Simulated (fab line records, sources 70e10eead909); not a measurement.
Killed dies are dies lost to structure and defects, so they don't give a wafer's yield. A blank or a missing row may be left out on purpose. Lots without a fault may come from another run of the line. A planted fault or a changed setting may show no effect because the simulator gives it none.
Chamber matching | flow nand_harc | NHARC_P_STI_CMP_21 on cmp-01: 4 sister chambers
The step polishes, t overpolish 20 s, target thk 380.67 nm. 4 wafers are shown with their chamber, then 7 later ones without.

WAFERS WITH THEIR CHAMBER
wafer  | chamber | motor_current_A (A)
L645.6 | 1       | 12.2
L648.6 | 0       | 14.2
L653.3 | 2       | 11.0
L653.5 | 3       | 11.5

WAFERS WITHOUT THEIR CHAMBER
wafer  | motor_current_A (A)
L653.6 | 13.0
L654.1 | 12.1
L654.4 | 11.2
L654.5 | 11.3
L657.1 | 13.7
L657.3 | 11.3
L657.4 | 11.0

WHICH CHAMBER EACH WENT THROUGH
wafer  | from the rows above          | in truth
L653.6 | can't be placed: 1 or 0 or 3 | 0
L654.1 | can't be placed: 1 or 3      | 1
L654.4 | can't be placed: 2 or 3      | 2
L654.5 | can't be placed: 3 or 2 or 1 | 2
L657.1 | 0                            | 0
L657.3 | can't be placed: 3 or 2 or 1 | 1
L657.4 | can't be placed: 2 or 3      | 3
Placed correctly: 1 of 7. Can't be placed from these rows: 6 (the true chamber is among the candidates in 6). Placed wrongly: 0.
How it was worked out, from the rows above alone: a wafer's distance from a chamber is the root of the sum, over the readings, of the square of ((its reading less the chamber's mean) divided by the reading's scatter). The wafer belongs to the nearest chamber; if the next one is less than 2 further off, it can't be placed. A chamber's mean is the mean of its shown wafers. The scatter: with one shown wafer a chamber, the root of the mean of the squares of how far each hidden wafer lies from its nearest shown one.
